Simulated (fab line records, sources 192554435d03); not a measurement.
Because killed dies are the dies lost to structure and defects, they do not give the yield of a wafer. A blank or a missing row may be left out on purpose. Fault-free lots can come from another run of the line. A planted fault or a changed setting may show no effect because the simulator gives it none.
Split-lot trial / flow n5-finfet / route with 1938 steps; 7 lots, 39 wafers read

ABOUT THE SPLIT
At N5_DUMMY_GATE_ETCH_37 (etches SOC in N2/H2, target depth 60 nm, overetch 30 nm), the setting source-w was moved away from the recipe's 840 W on 18 of the 39 wafers read, by -13.3% to +7.9%. All remaining wafers had this setting at the recipe value.

The split's own step is where the reading is taken.

THE READING
rf-vpp-V, in V, at N5_DUMMY_GATE_ETCH_37 (etches SOC in N2/H2, target depth 60 nm, overetch 30 nm). Typical for fault-free wafers on this fab line: 524.1 V, with standard deviation 2.5 V.

wafer=L076.2; tool, chamber at the split=rie-diel-01, 0; source-w as run, W=840; against the recipe=recipe; rf-vpp-V, V=522.0; against lot-mates on the recipe=-
wafer=L076.3; tool, chamber at the split=rie-diel-01, 1; source-w as run, W=840; against the recipe=recipe; rf-vpp-V, V=521.3; against lot-mates on the recipe=-
wafer=L076.4; tool, chamber at the split=rie-diel-01, 2; source-w as run, W=840; against the recipe=recipe; rf-vpp-V, V=527.0; against lot-mates on the recipe=-
wafer=L078.1; tool, chamber at the split=rie-diel-03, 3; source-w as run, W=749.5; against the recipe=-10.8%; rf-vpp-V, V=541.3; against lot-mates on the recipe=+14.8
wafer=L078.2; tool, chamber at the split=rie-diel-03, 0; source-w as run, W=840; against the recipe=recipe; rf-vpp-V, V=525.1; against lot-mates on the recipe=-
wafer=L078.3; tool, chamber at the split=rie-diel-03, 1; source-w as run, W=749.5; against the recipe=-10.8%; rf-vpp-V, V=547.5; against lot-mates on the recipe=+21.0
wafer=L078.4; tool, chamber at the split=rie-diel-03, 2; source-w as run, W=840; against the recipe=recipe; rf-vpp-V, V=528.0; against lot-mates on the recipe=-
wafer=L078.5; tool, chamber at the split=rie-diel-03, 0; source-w as run, W=749.5; against the recipe=-10.8%; rf-vpp-V, V=544.3; against lot-mates on the recipe=+17.8
wafer=L078.6; tool, chamber at the split=rie-diel-03, 1; source-w as run, W=840; against the recipe=recipe; rf-vpp-V, V=526.4; against lot-mates on the recipe=-
wafer=L082.1; tool, chamber at the split=rie-diel-04, 2; source-w as run, W=840; against the recipe=recipe; rf-vpp-V, V=524.3; against lot-mates on the recipe=-
wafer=L082.2; tool, chamber at the split=rie-diel-04, 1; source-w as run, W=840; against the recipe=recipe; rf-vpp-V, V=521.2; against lot-mates on the recipe=-
wafer=L082.3; tool, chamber at the split=rie-diel-04, 3; source-w as run, W=890.4; against the recipe=+6.0%; rf-vpp-V, V=514.7; against lot-mates on the recipe=-9.2
wafer=L082.4; tool, chamber at the split=rie-diel-04, 0; source-w as run, W=840; against the recipe=recipe; rf-vpp-V, V=526.3; against lot-mates on the recipe=-
wafer=L082.5; tool, chamber at the split=rie-diel-04, 0; source-w as run, W=890.4; against the recipe=+6.0%; rf-vpp-V, V=514.5; against lot-mates on the recipe=-9.4
wafer=L082.6; tool, chamber at the split=rie-diel-04, 1; source-w as run, W=890.4; against the recipe=+6.0%; rf-vpp-V, V=511.4; against lot-mates on the recipe=-12.5
wafer=L086.1; tool, chamber at the split=rie-diel-01, 0; source-w as run, W=840; against the recipe=recipe; rf-vpp-V, V=521.4; against lot-mates on the recipe=-
wafer=L086.2; tool, chamber at the split=rie-diel-01, 2; source-w as run, W=840; against the recipe=recipe; rf-vpp-V, V=526.1; against lot-mates on the recipe=-
wafer=L086.3; tool, chamber at the split=rie-diel-01, 3; source-w as run, W=840; against the recipe=recipe; rf-vpp-V, V=527.5; against lot-mates on the recipe=-
wafer=L086.4; tool, chamber at the split=rie-diel-01, 1; source-w as run, W=902.9; against the recipe=+7.5%; rf-vpp-V, V=509.1; against lot-mates on the recipe=-15.9
wafer=L086.5; tool, chamber at the split=rie-diel-01, 2; source-w as run, W=902.9; against the recipe=+7.5%; rf-vpp-V, V=514.2; against lot-mates on the recipe=-10.8
wafer=L086.6; tool, chamber at the split=rie-diel-01, 1; source-w as run, W=902.9; against the recipe=+7.5%; rf-vpp-V, V=509.3; against lot-mates on the recipe=-15.7
wafer=L089.1; tool, chamber at the split=rie-diel-04, 0; source-w as run, W=840; against the recipe=recipe; rf-vpp-V, V=524.5; against lot-mates on the recipe=-
wafer=L089.2; tool, chamber at the split=rie-diel-04, 1; source-w as run, W=906.5; against the recipe=+7.9%; rf-vpp-V, V=507.7; against lot-mates on the recipe=-15.8
wafer=L089.3; tool, chamber at the split=rie-diel-04, 3; source-w as run, W=840; against the recipe=recipe; rf-vpp-V, V=523.0; against lot-mates on the recipe=-
wafer=L089.4; tool, chamber at the split=rie-diel-04, 3; source-w as run, W=840; against the recipe=recipe; rf-vpp-V, V=523.1; against lot-mates on the recipe=-
wafer=L089.5; tool, chamber at the split=rie-diel-04, 1; source-w as run, W=906.5; against the recipe=+7.9%; rf-vpp-V, V=506.8; against lot-mates on the recipe=-16.7
wafer=L089.6; tool, chamber at the split=rie-diel-04, 0; source-w as run, W=906.5; against the recipe=+7.9%; rf-vpp-V, V=512.6; against lot-mates on the recipe=-10.9
wafer=L091.1; tool, chamber at the split=rie-diel-03, 1; source-w as run, W=728.3; against the recipe=-13.3%; rf-vpp-V, V=551.6; against lot-mates on the recipe=+26.6
wafer=L091.2; tool, chamber at the split=rie-diel-03, 2; source-w as run, W=840; against the recipe=recipe; rf-vpp-V, V=525.7; against lot-mates on the recipe=-
wafer=L091.3; tool, chamber at the split=rie-diel-03, 3; source-w as run, W=728.3; against the recipe=-13.3%; rf-vpp-V, V=546.9; against lot-mates on the recipe=+21.9
wafer=L091.4; tool, chamber at the split=rie-diel-03, 0; source-w as run, W=728.3; against the recipe=-13.3%; rf-vpp-V, V=549.3; against lot-mates on the recipe=+24.3
wafer=L091.5; tool, chamber at the split=rie-diel-03, 2; source-w as run, W=840; against the recipe=recipe; rf-vpp-V, V=526.6; against lot-mates on the recipe=-
wafer=L091.6; tool, chamber at the split=rie-diel-03, 3; source-w as run, W=840; against the recipe=recipe; rf-vpp-V, V=522.8; against lot-mates on the recipe=-
wafer=L092.1; tool, chamber at the split=rie-diel-03, 0; source-w as run, W=840; against the recipe=recipe; rf-vpp-V, V=523.9; against lot-mates on the recipe=-
wafer=L092.2; tool, chamber at the split=rie-diel-03, 1; source-w as run, W=793; against the recipe=-5.6%; rf-vpp-V, V=535.2; against lot-mates on the recipe=+9.1
wafer=L092.3; tool, chamber at the split=rie-diel-03, 2; source-w as run, W=840; against the recipe=recipe; rf-vpp-V, V=527.9; against lot-mates on the recipe=-
wafer=L092.4; tool, chamber at the split=rie-diel-03, 3; source-w as run, W=793; against the recipe=-5.6%; rf-vpp-V, V=532.3; against lot-mates on the recipe=+6.2
wafer=L092.5; tool, chamber at the split=rie-diel-03, 0; source-w as run, W=793; against the recipe=-5.6%; rf-vpp-V, V=534.7; against lot-mates on the recipe=+8.6
wafer=L092.6; tool, chamber at the split=rie-diel-03, 1; source-w as run, W=840; against the recipe=recipe; rf-vpp-V, V=526.5; against lot-mates on the recipe=-

FIT RESULTS
A straight line over all 39 wafers: rf-vpp-V changes by -1.85 V for each +1% of source-w; r = -0.98; the points scatter about the line by 2.2 V.
The same after taking each lot's own level away (the mean of its wafers on the recipe; 39 wafers): -1.76 V for each +1%; r = -0.98; scatter 2.1 V.
According to that fit, moving source-w by its largest amount changes the reading by 23 V.
The span of the lots' own levels, 523.43 to 526.50 V, comes to 1.2 times the standard deviation stated above.
Consequently the slope shifts little with the lot-to-lot level, the two slopes agreeing.
Check: with one of the wafers moved furthest among these (-13.3%) left out of the fit, the line predicts +22.6 V for it against its lot-mates. Against them it came out at +26.6 V.
Tool readings at the split's step, against how far the setting was moved: rf-vpp-V r = -0.98.

OTHER SPLITS ON THESE WAFERS
Note: prior to the reading, these wafers also went through further splits. Each is held against what the fit with the lots' levels taken away leaves over:
other split on the same wafers=N5_WELL_APT_IMPLANT_31 energy-kev; wafers away from the commonest value=18; r with rf-vpp-V (lot level and that fit taken away)=+0.13
other split on the same wafers=N5_FIN_SAQP_ETCH_65 time-s; wafers away from the commonest value=15; r with rf-vpp-V (lot level and that fit taken away)=-0.02

THE FILE'S OWN FIT
rf-vpp-V changes by -1.76 V for each +1% of source-w, r = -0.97.
